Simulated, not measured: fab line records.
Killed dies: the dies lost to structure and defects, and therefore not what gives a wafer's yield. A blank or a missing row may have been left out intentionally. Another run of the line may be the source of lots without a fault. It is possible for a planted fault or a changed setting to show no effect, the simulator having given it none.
Split-lot trial | flow n5 finfet | on a route of 1938 steps: 7 lots, 21 wafers read

== ON THE SPLIT ==
At N5_DUMMY_GATE_EXPOSE_12 (exposes mask GATE, target cd 25 nm), the setting dose mj was moved away from the recipe's 34 on 4 of the 21 wafers read, by -7.4% to +4.8%. All remaining wafers had this setting at the recipe value.

== FROM THE SPLIT TO THE READING: what the file shows between them, 2 steps ==
- N5_DUMMY_GATE_PEB_13: peb time 60 s
- N5_DUMMY_GATE_DEVELOP_14: develop time 30 s

== THE READING ==
At N5_DUMMY_GATE_CD_MEAS_15: cd nm in nanometres, against a target cd of 25.8 nm. Fault-free wafers of this fab line usually give 25.00 nm, standard deviation 0.29 nm.

wafer  | tool, chamber at the split | dose mj as run | against the recipe | cd nm, nm | against lot-mates on the recipe
L075.1 | euv scanner-02, 0          | 34             | recipe             | 25.02     | -
L075.4 | euv scanner-02, 0          | 34             | recipe             | 24.73     | -
L075.5 | euv scanner-02, 0          | 35.23          | +3.6%              | 24.45     | -0.43
L076.1 | euv scanner-01, 0          | 34             | recipe             | 25.08     | -
L076.2 | euv scanner-01, 0          | 31.5           | -7.4%              | 26.66     | +1.58
L076.5 | euv scanner-01, 0          | 31.5           | -7.4%              | 26.69     | +1.61
L081.1 | euv scanner-02, 0          | 34             | recipe             | 24.87     | -
L081.2 | euv scanner-02, 0          | 35.62          | +4.8%              | 24.14     | -0.88
L081.4 | euv scanner-02, 0          | 34             | recipe             | 25.16     | -
L085.1 | euv scanner-01, 0          | 34             | recipe             | 24.59     | -
L085.4 | euv scanner-01, 0          | 34             | recipe             | 25.12     | -
L085.5 | euv scanner-01, 0          | 34             | recipe             | 24.47     | -
L086.2 | euv scanner-01, 0          | 34             | recipe             | 24.69     | -
L086.3 | euv scanner-01, 0          | 34             | recipe             | 24.93     | -
L086.4 | euv scanner-01, 0          | 34             | recipe             | 25.09     | -
L088.2 | euv scanner-01, 0          | 34             | recipe             | 24.97     | -
L088.4 | euv scanner-01, 0          | 34             | recipe             | 24.78     | -
L088.5 | euv scanner-01, 0          | 34             | recipe             | 25.24     | -
L095.4 | euv scanner-02, 0          | 34             | recipe             | 25.23     | -
L095.5 | euv scanner-02, 0          | 34             | recipe             | 24.93     | -
L095.6 | euv scanner-02, 0          | 34             | recipe             | 25.05     | -

FIT RESULTS
A straight line over all 21 wafers: cd nm changes by -0.214 nm for each +1% of dose mj; r = -0.93; the points scatter about the line by 0.22 nm.
The same after taking each lot's own level away (the mean of its wafers on the recipe; 21 wafers): -0.201 nm for each +1%; r = -0.95; scatter 0.19 nm.
On that fit, the largest move of dose mj shifts the reading by 1.5 nm.
The span of the lots' own levels, 24.727 to 25.080 nm, comes to 1.2 times the standard deviation stated above.
The two slopes agree, so the slope changes little with the lot-to-lot level.
Check: for one of the wafers moved furthest among these (-7.4%), held out of the fit, the line's prediction against its lot-mates is +1.46 nm. It came out at +1.58 nm against them.

== FURTHER SPLITS ON THESE WAFERS ==
These wafers also went through other splits before the reading. Each is held against what the fit with the lots' levels taken away leaves over:
other split on the same wafers          | wafers away from the commonest value | r with cd nm (lot level and that fit taken away)
N5_ZERO_LAYER_COAT_05 spin rpm          | 6                                    | -0.13
N5_ZERO_LAYER_DEVELOP_10 develop time s | 9                                    | +0.14
N5_WELL_APT_PEB_23 peb temp c           | 6                                    | -0.13
N5_WELL_APT_DEVELOP_24 develop time s   | 5                                    | -0.23
N5_FIN_SAQP_COAT_49 spin rpm            | 9                                    | -0.20

== THE FILE'S OWN FIT ==
cd nm changes by -0.195 nm for each +1% of dose mj, r = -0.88.
